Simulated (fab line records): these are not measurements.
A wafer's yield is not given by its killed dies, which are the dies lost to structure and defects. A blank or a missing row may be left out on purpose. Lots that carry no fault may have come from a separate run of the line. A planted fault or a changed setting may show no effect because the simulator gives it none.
fab line records    flow n5Finfet
record lots=4  wafers=12  lastDay=19
route steps=1938 shown BEOL_M4@1099 BEOL_M5@1112 MIM_BOT_ETCH@1868 PASSIVATION@1936
lots that met no fault: from a run of the same line without faults
startH: start of the lot's first displayed wafer, in hours after the record's first day    waitH: hours elapsed since this lot's preceding step    " same as the row above    L1.1+2: one row covering several wafers at once    - no value present, or no start provided    * or withheld: withheld    < > ~ a bound
route shown NAME@n: names a module that has steps shown in the file, with the first one's number in the route    usual: mean and standard deviation over wafers with no fault    same: alike in all rows    chamber/n: place in a boat    sites: per-site readings    _std_site: standard deviation across them    _edge_site: mean of outer sites minus mean of inner sites    radiusMm: how far each site lies from the wafer's centre    mask NAME#n: copy n    behind: the last tool/chamber to shape the wafer    hold: why the lot went on hold/how many hours it stayed there/how the hold came to an end    device: whichever transistor did not switch (one of n, p or np)    end of line: tests run on the same wafers once the route is complete    a step given without rows: its recipe and nothing more    killed: count of dies lost to structure and defects at first sort (not the wafer's yield)    map: a wafer's dies, marking killed ones x, the rest . and places with no die _
set.NAME: setting as actually run; set.NAME@STEP: the setting as run at that earlier step    model.NAME: the simulator's own value behind a step, which no gauge read
lots at selected steps of the route; one table per step, one row per wafer
services: the hour from which a tool's chamber was out of use, counted from the record's first day as startH (under 0 if before that day), plus the number of hours and why
## steps
# step N5_BEOL_M4_ANNEAL_95
# recipe tempC=400  timeS=240  ambient=vacuum
# step N5_BEOL_M4_SPUTTER_96
# recipe material=Cu  targetThkA=45  tempC=-20  chamberPressurePa=0.07  powerW=withheld  timeS=8.29
# step N5_BEOL_M4_ECD_50
# recipe material=Cu  targetThkA=3000
# step N5_BEOL_M4_ANNEAL_51
# recipe tempC=225  timeS=90  ambient=N2
# step N5_BEOL_M4_CMP_52
# recipe stopOn=SiOC  tOverpolishS=6.8  downForcePsi=1  platenRpm=50  clearingPlatenDownForcePsi=1.5  clearingPlatenRpm=50  postCmpClean=cuAlkaline  targetThkNm=40  clearingPlatenPadVelocityMS=0.99484  padVelocityMS=0.99484
# step N5_BEOL_M4_PRE_CLEAN_60
# recipe gas=NH3/H2  timeS=15  tempC=*  rfPowerW=300
# step N5_BEOL_M4_CO_CAP_55
# recipe material=Co  targetThkA=20  tempC=200  precursor=CCTBA/H2  pressureTorr=30  timeS=102.1
# step N5_BEOL_M4_PRE_CLEAN_56
# recipe gas=NH3  timeS=15  tempC=withheld  rfPowerW=300
# step N5_BEOL_M4_DEP_57
# recipe material=SiCN  targetThkA=80  tempC=withheld  precursor=3MS/NH3  pressureTorr=3  rfW=202  timeS=14
# step N5_BEOL_M4_RC_MEAS_101
# usual DIBL_N=36.4/1.9  DIBL_P=35.8/2.1  IOFF_N=0.158/0.029  IOFF_P=0.21/0.035  ION_N=676/14  ION_P=465/9.7  SS_N=71.5/0.66  SS_P=73.4/0.7  VT_N=249.8/3  VT_P=-250/3.3
lot.wafer  tool       chamber  startH  waitH  DIBL_N[mV/V]  DIBL_P[mV/V]  IOFF_N[nA/um]  IOFF_P[nA/um]  ION_N[uA/um]  ION_P[uA/um]  SS_N[mV/dec]  SS_P[mV/dec]  VT_N[mV]  VT_P[mV]
L705.3     prober-02  0        233.44  0.3    37.9          35.5          0.156          0.21           680           466           71.0          73.2          249.6     -250
L705.5     "          0        "       "      37.6          35.8          0.161          0.22           689           476           70.2          72.8          248.3     -249
L705.6     "          0        "       "      36.5          34.0          0.133          0.19           691           475           70.3          72.7          250.4     -250
L707.2     prober-02  0        242.38  0.2    35.5          34.6          0.140          0.20           680           470           71.7          72.9          253.1     -252
L707.5     "          0        "       "      36.1          34.8          0.142          0.20           670           466           72.4          73.4          253.8     -253
L707.6     "          0        "       "      35.4          34.3          0.132          0.19           660           462           70.9          73.4          253.6     -251
L716.2     prober-02  0        286.67  0.2    37.8          38.3          0.185          0.27           685           471           72.7          73.7          249.9     -246
L716.5     "          0        "       "      37.3          38.3          0.175          0.30           675           469           71.8          74.5          246.9     -243
L716.6     "          0        "       "      36.2          36.8          0.164          0.25           675           465           71.2          73.8          249.4     -248
L722.2     prober-01  0        346.27  0.2    30.9          29.8          0.100          0.14           672           468           70.3          71.4          256.7     -255
L722.4     "          0        "       "      33.5          33.8          0.132          0.19           672           464           71.7          73.2          251.4     -251
L722.6     "          0        "       "      33.1          33.7          0.130          0.18           678           471           71.8          72.7          251.7     -250
# step N5_BEOL_M5_ILD_DEP_00
# recipe material=SiCOH_lowk  targetThkA=1406.4  tempC=300  precursor=DEMS/porogen  pressureTorr=5  rfW=500  timeS=25.9
# step N5_BEOL_M5_CURE_79
# recipe tempC=385  timeS=240  ambient=He/Ar  material=SiCOH_lowk
# step N5_BEOL_M5_PECVD_70
# recipe material=SiO2  targetThkA=160  tempC=400  precursor=TEOS/O2  pressureTorr=5.5  rfW=450  teosFlowSccm=53.8  gas=O2  flowSccm=3000  timeS=18
# step N5_BEOL_M5_HM_DEP_02
# recipe material=TiN  targetThkA=200  tempC=25  chamberPressurePa=0.49996
# step N5_BEOL_M5_COAT_59
# recipe resist=SOC  tempC=250  timeS=60  spinRpm=1500  resistThkNm=60
# step N5_BEOL_M5_COAT_60
# recipe resist=SiARC  tempC=220  timeS=60  spinRpm=1500  resistThkNm=12
# step N5_BEOL_M5_COAT_71
# recipe resist=underlayer  tempC=205  timeS=60  spinRpm=1500  resistThkNm=5
# step N5_BEOL_M5_COAT_05
# recipe resist=CAR-EUV  spinRpm=1500  resistThkNm=30
# step N5_BEOL_M5_EBR_07
# recipe solvent=PGMEA  ebrWidthMm=1.5
# step N5_BEOL_M5_SOFTBAKE_06
# recipe tempC=110  timeS=60  resist=CAR-EUV
# step N5_BEOL_M5_EXPOSE_08
# recipe maskId=M5  na=0.33  sourceShape=annular  sigmaInner=0.4  sigmaOuter=0.8  polarization=unpolarized  targetCdNm=28  doseMj=35.75
# step N5_BEOL_M5_PEB_09
# recipe pebTempC=100  pebTimeS=60  resist=CAR-EUV
# step N5_BEOL_M5_DEVELOP_10
# recipe developTimeS=30  developer=TMAH  resist=CAR-EUV  rinseLiquid=surfactantRinse  dry=airSpin  devTempC=23
# step N5_BEOL_M5_DESCUM_16
# recipe chemistry=O2  timeS=7  sourcePowerW=50  biasPowerW=20  pressureMtorr=20  rfFrequencyHz=2.712e+07  tempC=40  resist=CAR-EUV  o2FlowSccm=225
# step N5_BEOL_M5_ETCH_72
# recipe chemistry=N2/H2  target=underlayer  targetDepthA=65  maskMaterial=CAR-EUV  timeS=5.2  ionEnergyEv=200  pressureMtorr=30  sourceW=840  biasW=150  n2FlowSccm=200  h2FlowSccm=200  ends=cleared
# step N5_BEOL_M5_ETCH_61
# recipe chemistry=CF4  target=SiARC  targetDepthA=156  maskMaterial=CAR-EUV  timeS=26  ionEnergyEv=80  pressureMtorr=40  sourceW=545  biasW=36  Ar_flow_sccm=100  cf4FlowSccm=100  ends=cleared
# step N5_BEOL_M5_ETCH_62
# recipe chemistry=N2/H2  target=SOC  targetDepthA=750  overetchA=150  maskMaterial=SiARC  tempC=40  timeS=112.5  ionEnergyEv=200  pressureMtorr=30  sourceW=840  biasW=150  n2FlowSccm=200  h2FlowSccm=200
# step N5_BEOL_M5_STRIP_63
# recipe chemistry=N2/H2  tempC=40  n2FlowSccm=200  h2FlowSccm=200  rfFrequencyHz=6e+07
# step N5_BEOL_M5_STRIP_73
# recipe chemistry=N2/H2  tempC=40  n2FlowSccm=200  h2FlowSccm=200  rfFrequencyHz=6e+07
# step N5_BEOL_M5_STRIP_64
# recipe chemistry=CF4  resist=SiARC  powerW=300  biasPowerW=75  pressureMtorr=50  cf4FlowSccm=150  rfFrequencyHz=6e+07
# step N5_BEOL_M5_HM_OPEN_17
# recipe chemistry=Cl2/BCl3  targetDepthA=200  overetchA=60  target=TiN  maskMaterial=SOC  ionEnergyEv=150  pressureMtorr=10  icpW=1000  biasW=126  Cl2_flow_sccm=53.25  bcl3FlowSccm=21.75  Ar_flow_sccm=25
# step N5_BEOL_M5_STRIP_19
# recipe chemistry=O2  powerW=400  tempC=40  pressureMtorr=30  rfFrequencyHz=6e+07  biasPowerW=0  overashFraction=0.2  o2FlowSccm=225
# step N5_BEOL_M5_COAT_65
# recipe resist=SOC  tempC=250  timeS=60  spinRpm=1500  resistThkNm=60
# step N5_BEOL_M5_COAT_66
# recipe resist=SiARC  tempC=220  timeS=60  spinRpm=1500  resistThkNm=12
# step N5_MIM_BOT_ETCH_ETCH_00
# recipe chemistry=Cl2/BCl3  target=TiN  targetDepthA=455  ionEnergyEv=150  pressureMtorr=10  icpW=1000  biasW=126  Cl2_flow_sccm=53.25  bcl3FlowSccm=21.75  Ar_flow_sccm=25
# usual bcl3FlowSccm=21.75/0.073  biasW=126.0/0.36  drypumpMotorCurrentA=5.7/0.54  oesProductAu=0.81/0.066  throttleValvePct=21.81/0.17
lot.wafer  tool         chamber  startH  waitH  bcl3FlowSccm  biasW  drypumpMotorCurrentA  oesProductAu  rfHoursCounterH  throttleValvePct  model.coat_of_MIM_BOT_LITHO_COAT_02.thkNm
L705.3     rieMetal-03  1        332.88  0.1    -             -      -                     -             -                -                 *
L705.5     "            1        "       "      -             -      -                     -             -                -                 *
L705.6     "            0        "       "      -             -      -                     -             -                -                 *
L707.2     rieMetal-02  1        333.24  0.1    -             -      -                     -             -                -                 *
L707.5     "            0        "       "      -             -      -                     -             -                -                 *
L707.6     "            1        "       "      -             -      -                     -             -                -                 *
L716.2     rieMetal-02  0        387.98  0.1    21.72         126.4  5.0                   0.83          30               21.76             *
L716.5     "            1        "       "      21.61         125.7  5.9                   0.79          -                21.60             *
L716.6     "            0        "       "      21.77         126.6  4.9                   0.82          -                21.76             *
L722.2     rieMetal-02  1        450.72  0.1    21.70         126.6  5.9                   0.79          49               21.60             *
L722.4     "            1        "       "      21.72         125.8  5.9                   0.78          -                21.62             *
L722.6     "            0        "       "      21.81         125.6  4.9                   0.81          -                21.79             *
# step N5_PASSIVATION_PROBE_49
# usual defectLimitedYield=91.3/1.3  killed_at_M0_to_M3=34/9.1  killed_at_M4_up=14/5.6  killedAtContacts=13/5.9  killedAtFrontEnd=39/11  killedAtOther=3.6/3  killedDies=102/16  killedOnRim=13/4  killedOpen=68/12  killedShort=33/7.3  sort_bin_5_function=5.2/0.89  sort_bin_6_memory=3.2/0.68  sortNPass=1078/16  sortYieldPct=91.3/1.3
# same grossDies=1180  killedAtBackSide=0  sort_bin_4_leakage[%]=0  sort_bin_8_speed[%]=0
lot.wafer  tool       chamber  startH  waitH  defectLimitedYield[%]  killed_at_M0_to_M3  killed_at_M4_up  killedAtContacts  killedAtFrontEnd  killedAtOther  killedDies  killedOnRim  killedOpen  killedShort  sort_bin_5_function[%]  sort_bin_6_memory[%]  sortNPass  sortYieldPct[%]
L705.3     prober-01  -        341.84  0.1    0                      36                  17               15                50                1062           1180        152          87          36           96.2                    3.2                   0          0
L705.5     prober-01  -        341.94  0.2    0                      31                  14               9                 58                1068           1180        152          85          31           96.0                    3.8                   0          0
L705.6     prober-01  -        341.99  0.3    0                      27                  21               15                40                1077           1180        152          71          30           96.4                    3.1                   0          0
L707.2     prober-01  -        347.32  0.1    0                      42                  20               14                24                1080           1180        152          71          28           96.0                    3.9                   0          0
L707.5     prober-01  -        347.47  0.2    0                      32                  8                7                 18                1115           1180        152          48          20           97.5                    2.5                   0          0
L707.6     prober-01  -        347.52  0.3    0                      38                  18               8                 27                1089           1180        152          70          22           97.3                    2.7                   0          0
L722.2     prober-02  -        462.52  0.1    91.6                   33                  11               13                41                1              99          15           68          30           4.5                     3.6                   1081       91.6
L722.4     prober-02  -        462.62  0.2    91.9                   35                  10               14                34                2              95          10           66          29           4.2                     3.7                   1085       91.9
L722.6     prober-02  -        462.72  0.3    91.2                   41                  22               10                26                5              104         12           69          32           5.2                     3.2                   1076       91.2
# killed by level:class
L705.3 MIM_BOT_ETCH:areaEtch=1056 FIN_SAQP:geometricParticle:open=17 MOL_CONTACT_COAG:geometricParticle:open=14 BEOL_M2:geometricParticle:open=13 FIN_SAQP:geometricParticle:short=10 STI_FIN_REVEAL:geometricParticle:open=9 BEOL_M4:geometricParticle:open=8 STARTING-WAFER:geometricParticle:short=5
L705.5 MIM_BOT_ETCH:areaEtch=1064 DUMMY_GATE:geometricParticle:open=14 FIN_SAQP:geometricParticle:open=13 BEOL_M0_SAQP:geometricParticle:open=13 FIN_SAQP:geometricParticle:short=10 STI_FIN_REVEAL:geometricParticle:open=6 MOL_CONTACT_COAG:geometricParticle:open=6 BEOL_M0_SAQP:geometricParticle:short=6
L705.6 MIM_BOT_ETCH:areaEtch=1076 FIN_SAQP:geometricParticle:open=14 MOL_CONTACT_COAG:geometricParticle:open=10 BEOL_M2:geometricParticle:open=10 BEOL_M4:geometricParticle:open=8 FIN_SAQP:geometricParticle:short=7 GATE_CUT:geometricParticle:open=5 MOL_CONTACT_COAG:geometricParticle:short=5
L707.2 MIM_BOT_ETCH:areaEtch=1080 BEOL_M3:geometricParticle:open=11 MOL_CONTACT_COAG:geometricParticle:open=10 BEOL_M1:geometricParticle:open=10 BEOL_M2:geometricParticle:open=8 BEOL_M5:geometricParticle:open=7 GATE_CUT:geometricParticle:short=6 BEOL_M4:geometricParticle:open=5
L707.5 MIM_BOT_ETCH:areaEtch=1112 BEOL_M1:geometricParticle:open=8 BEOL_M2:geometricParticle:open=8 FIN_SAQP:geometricParticle:open=5 MOL_CONTACT_COAG:geometricParticle:open=5 BEOL_M0_SAQP:geometricParticle:open=5 DUMMY_GATE:geometricParticle:open=4 BEOL_M1:geometricParticle:short=4
L707.6 MIM_BOT_ETCH:areaEtch=1088 BEOL_M1:geometricParticle:open=12 BEOL_M4:geometricParticle:open=10 MOL_CONTACT_COAG:geometricParticle:open=7 BEOL_M2:geometricParticle:open=7 FIN_SAQP:geometricParticle:open=5 DUMMY_GATE:geometricParticle:open=5 BEOL_M0_SAQP:geometricParticle:open=5
L722.2 STI_FIN_REVEAL:geometricParticle:open=19 MOL_CONTACT_COAG:geometricParticle:open=12 BEOL_M3:geometricParticle:open=11 BEOL_M2:geometricParticle:open=9 FIN_SAQP:geometricParticle:short=7 BEOL_M3:geometricParticle:short=5 BEOL_M0_SAQP:geometricParticle:short=4 FIN_SAQP:geometricParticle:open=3
L722.4 BEOL_M3:geometricParticle:open=14 MOL_CONTACT_COAG:geometricParticle:open=11 STI_FIN_REVEAL:geometricParticle:open=8 FIN_SAQP:geometricParticle:short=6 BEOL_M0_SAQP:geometricParticle:short=5 BEOL_M0_SAQP:geometricParticle:open=5 BEOL_M2:geometricParticle:open=5 BEOL_M1:geometricParticle:open=4
L722.6 BEOL_M2:geometricParticle:open=18 MOL_CONTACT_COAG:geometricParticle:open=10 STI_FIN_REVEAL:geometricParticle:open=7 BEOL_M2:geometricParticle:short=6 BEOL_M4:geometricParticle:short=6 BEOL_M0_SAQP:geometricParticle:open=5 BEOL_M3:geometricParticle:open=5 BEOL_M4:geometricParticle:open=5
# map L705.3 (x killed, . not)
_________________xxxxxxxxxxxx________________
______________xxxxxxxxxxxxxxxxxx_____________
___________xxxxxxxxxxxxxxxxxxxxxxxx__________
__________xxxxxxxxxxxxxxxxxxxxxxxxxx_________
________xxxxxxxxxxxxxxxxxxxxxxxxxxxxxx_______
_______xxxxxxxxxxxxxxxxxxxxxxxxxxxxxxxx______
______xxxxxxxxxxxxxxxxxxxxxxxxxxxxxxxxxx_____
_____xxxxxxxxxxxxxxxxxxxxxxxxxxxxxxxxxxxx____
____xxxxxxxxxxxxxxxxxxxxxxxxxxxxxxxxxxxxxx___
___xxxxxxxxxxxxxxxxxxxxxxxxxxxxxxxxxxxxxxxx__
___xxxxxxxxxxxxxxxxxxxxxxxxxxxxxxxxxxxxxxxx__
__xxxxxxxxxxxxxxxxxxxxxxxxxxxxxxxxxxxxxxxxxx_
__xxxxxxxxxxxxxxxxxxxxxxxxxxxxxxxxxxxxxxxxxx_
_xxxxxxxxxxxxxxxxxxxxxxxxxxxxxxxxxxxxxxxxxxxx
_xxxxxxxxxxxxxxxxxxxxxxxxxxxxxxxxxxxxxxxxxxxx
_xxxxxxxxxxxxxxxxxxxxxxxxxxxxxxxxxxxxxxxxxxxx
_xxxxxxxxxxxxxxxxxxxxxxxxxxxxxxxxxxxxxxxxxxxx
_xxxxxxxxxxxxxxxxxxxxxxxxxxxxxxxxxxxxxxxxxxxx
_xxxxxxxxxxxxxxxxxxxxxxxxxxxxxxxxxxxxxxxxxxxx
_xxxxxxxxxxxxxxxxxxxxxxxxxxxxxxxxxxxxxxxxxxxx
_xxxxxxxxxxxxxxxxxxxxxxxxxxxxxxxxxxxxxxxxxxxx
__xxxxxxxxxxxxxxxxxxxxxxxxxxxxxxxxxxxxxxxxxx_
__xxxxxxxxxxxxxxxxxxxxxxxxxxxxxxxxxxxxxxxxxx_
___xxxxxxxxxxxxxxxxxxxxxxxxxxxxxxxxxxxxxxxx__
___xxxxxxxxxxxxxxxxxxxxxxxxxxxxxxxxxxxxxxxx__
____xxxxxxxxxxxxxxxxxxxxxxxxxxxxxxxxxxxxxx___
_____xxxxxxxxxxxxxxxxxxxxxxxxxxxxxxxxxxxx____
______xxxxxxxxxxxxxxxxxxxxxxxxxxxxxxxxxx_____
_______xxxxxxxxxxxxxxxxxxxxxxxxxxxxxxxx______
________xxxxxxxxxxxxxxxxxxxxxxxxxxxxxx_______
__________xxxxxxxxxxxxxxxxxxxxxxxxxx_________
___________xxxxxxxxxxxxxxxxxxxxxxxx__________
______________xxxxxxxxxxxxxxxxxx_____________
_________________xxxxxxxxxxxx________________
# map L707.2 (x killed, . not)
_________________xxxxxxxxxxxx________________
______________xxxxxxxxxxxxxxxxxx_____________
___________xxxxxxxxxxxxxxxxxxxxxxxx__________
__________xxxxxxxxxxxxxxxxxxxxxxxxxx_________
________xxxxxxxxxxxxxxxxxxxxxxxxxxxxxx_______
_______xxxxxxxxxxxxxxxxxxxxxxxxxxxxxxxx______
______xxxxxxxxxxxxxxxxxxxxxxxxxxxxxxxxxx_____
_____xxxxxxxxxxxxxxxxxxxxxxxxxxxxxxxxxxxx____
____xxxxxxxxxxxxxxxxxxxxxxxxxxxxxxxxxxxxxx___
___xxxxxxxxxxxxxxxxxxxxxxxxxxxxxxxxxxxxxxxx__
___xxxxxxxxxxxxxxxxxxxxxxxxxxxxxxxxxxxxxxxx__
__xxxxxxxxxxxxxxxxxxxxxxxxxxxxxxxxxxxxxxxxxx_
__xxxxxxxxxxxxxxxxxxxxxxxxxxxxxxxxxxxxxxxxxx_
_xxxxxxxxxxxxxxxxxxxxxxxxxxxxxxxxxxxxxxxxxxxx
_xxxxxxxxxxxxxxxxxxxxxxxxxxxxxxxxxxxxxxxxxxxx
_xxxxxxxxxxxxxxxxxxxxxxxxxxxxxxxxxxxxxxxxxxxx
_xxxxxxxxxxxxxxxxxxxxxxxxxxxxxxxxxxxxxxxxxxxx
_xxxxxxxxxxxxxxxxxxxxxxxxxxxxxxxxxxxxxxxxxxxx
_xxxxxxxxxxxxxxxxxxxxxxxxxxxxxxxxxxxxxxxxxxxx
_xxxxxxxxxxxxxxxxxxxxxxxxxxxxxxxxxxxxxxxxxxxx
_xxxxxxxxxxxxxxxxxxxxxxxxxxxxxxxxxxxxxxxxxxxx
__xxxxxxxxxxxxxxxxxxxxxxxxxxxxxxxxxxxxxxxxxx_
__xxxxxxxxxxxxxxxxxxxxxxxxxxxxxxxxxxxxxxxxxx_
___xxxxxxxxxxxxxxxxxxxxxxxxxxxxxxxxxxxxxxxx__
___xxxxxxxxxxxxxxxxxxxxxxxxxxxxxxxxxxxxxxxx__
____xxxxxxxxxxxxxxxxxxxxxxxxxxxxxxxxxxxxxx___
_____xxxxxxxxxxxxxxxxxxxxxxxxxxxxxxxxxxxx____
______xxxxxxxxxxxxxxxxxxxxxxxxxxxxxxxxxx_____
_______xxxxxxxxxxxxxxxxxxxxxxxxxxxxxxxx______
________xxxxxxxxxxxxxxxxxxxxxxxxxxxxxx_______
__________xxxxxxxxxxxxxxxxxxxxxxxxxx_________
___________xxxxxxxxxxxxxxxxxxxxxxxx__________
______________xxxxxxxxxxxxxxxxxx_____________
_________________xxxxxxxxxxxx________________
## services
tool         chamber  startH  hours  kind
rieMetal-03  0        384.87  8.1    repair
rieMetal-02  -        420.48  4.3    pm
## key
firstSign step=N5_MIM_BOT_ETCH_ETCH_00  reading=toolRecord  direction=missing
effect step=N5_PASSIVATION_PROBE_49  reading=killedAtOther  direction=up  sigmas=99+  usual=3.6  struck=1081.8
modelEffect step=N5_MIM_BOT_ETCH_ETCH_00  value=coat_of_MIM_BOT_LITHO_COAT_02.thkNm  without=*  struck=*
moreKillsBornAt N5_MIM_BOT_ETCH_ETCH_00@rieMetal-02=3280  N5_MIM_BOT_ETCH_ETCH_00@rieMetal-03=3196
metAt N5_MIM_BOT_ETCH_ETCH_00
struckWafers L705.3,L705.5,L705.6,L707.2,L707.5,L707.6
laterRowsLeftOut L705.3,L705.5,L705.6,L707.2,L707.5,L707.6
fault kind=skippedStepWhole  tool=rieMetal-02,rieMetal-03  chamber=-  onsetH=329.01  steps=N5_MIM_BOT_ETCH_ETCH_00  scope=struckLotsOnly
# laterRowsLeftOut: the simulator's readings of these wafers behind a module that went badly wrong aren't trusted and aren't shown, but for the sort
